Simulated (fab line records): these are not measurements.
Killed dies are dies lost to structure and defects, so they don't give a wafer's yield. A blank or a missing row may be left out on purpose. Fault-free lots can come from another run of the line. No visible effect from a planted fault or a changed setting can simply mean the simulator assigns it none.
Which tool is to blame? | flow nand_harc | 36 wafers from 12 lots sampled at 6 of the route's 1302 steps

## WHAT THE GAUGES READ, wafer by wafer
NHARC_P_BONDPAD_CD_MEAS_09 targets a cd of 500 nm.
lot  | measured     | on        | cd_nm (nm)
L075 | day 7 03:10  | cd_sem-01 | 498.4 500.8 497.5
L077 | day 8 01:08  | cd_sem-03 | 498.7 499.3 497.7
L079 | day 8 16:03  | cd_sem-02 | 500.9 501.6 501.8
L081 | day 9 13:13  | cd_sem-01 | 501.5 500.9 499.0
L083 | day 10 13:52 | cd_sem-02 | 500.2 501.0 500.0
L085 | day 11 05:03 | cd_sem-02 | 501.3 500.0 501.7
L087 | day 11 23:12 | cd_sem-02 | 500.8 499.3 499.0
L089 | day 12 17:22 | cd_sem-03 | 501.6 500.4 502.3
L091 | day 13 15:27 | cd_sem-02 | 500.9 501.6 502.0
L093 | day 14 15:19 | cd_sem-01 | 499.8 499.1 497.2
L095 | day 15 12:29 | cd_sem-02 | 501.5 499.4 500.6
L097 | day 16 07:39 | cd_sem-02 | 497.8 498.4 497.2

## WHICH TOOL RAN EACH LOT (tool, then ch and the chambers of the sampled wafers, then the start)
lot  | NHARC_P_CONTACT_ETCH_35            | NHARC_P_CONTACT_CMP_24        | NHARC_P_M0_ETCH_34                 | NHARC_P_M2_ETCH_35                 | NHARC_P_M2_CMP_23
L075 | rie_diel-10 ch 0,1,3, day 6 10:08  | cmp-04 ch 1,2, day 6 12:44    | rie_diel-08 ch 0,1,3, day 6 14:19  | rie_diel-06 ch 0,3, day 6 22:52    | cmp-04 ch 1,3, day 7 00:56
L077 | rie_diel-11 ch 0,1,3, day 7 08:24  | cmp-04 ch 0,2,3, day 7 11:07  | rie_diel-08 ch 2,3, day 7 12:40    | rie_diel-06 ch 1,2,3, day 7 20:45  | cmp-02 ch 0,1,2, day 7 22:51
L079 | rie_diel-02 ch 0,1,2, day 7 23:17  | cmp-03 ch 0,1,3, day 8 01:55  | rie_diel-08 ch 2,3, day 8 03:35    | rie_diel-06 ch 1,2,3, day 8 11:53  | cmp-01 ch 0,1,3, day 8 13:58
L081 | rie_diel-10 ch 0,3, day 8 20:04    | cmp-01 ch 0,1, day 8 22:50    | rie_diel-01 ch 0,1,3, day 9 00:23  | rie_diel-05 ch 0,1, day 9 08:55    | cmp-02 ch 0,2,3, day 9 10:59
L083 | rie_diel-10 ch 0,1,2, day 9 20:47  | cmp-04 ch 0,1,2, day 9 23:25  | rie_diel-12 ch 1,2, day 10 01:00   | rie_diel-03 ch 0,1, day 10 09:25   | cmp-01 ch 0,3, day 10 11:26
L085 | rie_diel-02 ch 0,3, day 10 12:23   | cmp-01 ch 0,1, day 10 14:59   | rie_diel-08 ch 1,2,3, day 10 16:27 | rie_diel-06 ch 0,1, day 11 00:44   | cmp-01 ch 0,1,2, day 11 02:52
L087 | rie_diel-11 ch 0,2,3, day 11 06:35 | cmp-03 ch 2,3, day 11 09:13   | rie_diel-08 ch 0,2,3, day 11 10:49 | rie_diel-05 ch 2,3, day 11 19:02   | cmp-01 ch 1,2, day 11 21:07
L089 | rie_diel-10 ch 0,1, day 12 00:18   | cmp-01 ch 1,2, day 12 02:53   | rie_diel-08 ch 0,3, day 12 04:28   | rie_diel-06 ch 0,1,2, day 12 12:53 | cmp-02 ch 1,2,3, day 12 15:02
L091 | rie_diel-02 ch 0,1,2, day 12 22:50 | cmp-03 ch 1,2, day 13 01:26   | rie_diel-01 ch 2,3, day 13 02:53   | rie_diel-06 ch 0,2,3, day 13 11:16 | cmp-04 ch 0,1,3, day 13 13:20
L093 | rie_diel-10 ch 1,2,3, day 13 21:10 | cmp-04 ch 0,2,3, day 13 23:48 | rie_diel-08 ch 0,1,3, day 14 01:20 | rie_diel-05 ch 1,2,3, day 14 10:45 | cmp-02 ch 0,2, day 14 12:51
L095 | rie_diel-02 ch 0,1,3, day 14 19:32 | cmp-01 ch 1,2,3, day 14 22:11 | rie_diel-08 ch 0,2,3, day 14 23:43 | rie_diel-06 ch 0,2, day 15 08:08   | cmp-02 ch 0,1,2, day 15 10:14
L097 | rie_diel-02 ch 1,2, day 15 15:07   | cmp-04 ch 0,2, day 15 17:43   | rie_diel-08 ch 1,3, day 15 19:18   | rie_diel-06 ch 1,2, day 16 03:31   | cmp-04 ch 0,3, day 16 05:31
- NHARC_P_CONTACT_ETCH_35: etches the open film in CF4, target depth 39 nm, time 65 s.
- NHARC_P_CONTACT_CMP_24: polishes, t overpolish 30 s, target thk 200 nm.
- NHARC_P_M0_ETCH_34: etches the open film in N2/H2, target depth 40 nm, overetch 12 nm, time 43.94 s.
- NHARC_P_M2_ETCH_35: etches the open film in N2/H2, target depth 40 nm, overetch 12 nm, time 43.94 s.
- NHARC_P_M2_CMP_23: polishes, t overpolish 20 s, target thk 144.3 nm.

## THE ANSWER, worked out from the rows above alone
Rule: what is usual is taken from the lots themselves. The widest of any qualifying gaps counts: lots, ordered by their means at a reading, are off when they make up no more than a third of the lots, leave a main group of 4 or more, and stand apart from it by 3 or more times the standard deviation of that group's means. A main group is skipped when, at the precision printed for the reading in the tables above, its means are all equal. A lot without any number at a reading at which 4 lots or more have one is off too. The other lots that the step has rows for count as sound.
None of the lots is off at any reading shown; this tells nothing.

## WHAT THE SIMULATOR PUT IN
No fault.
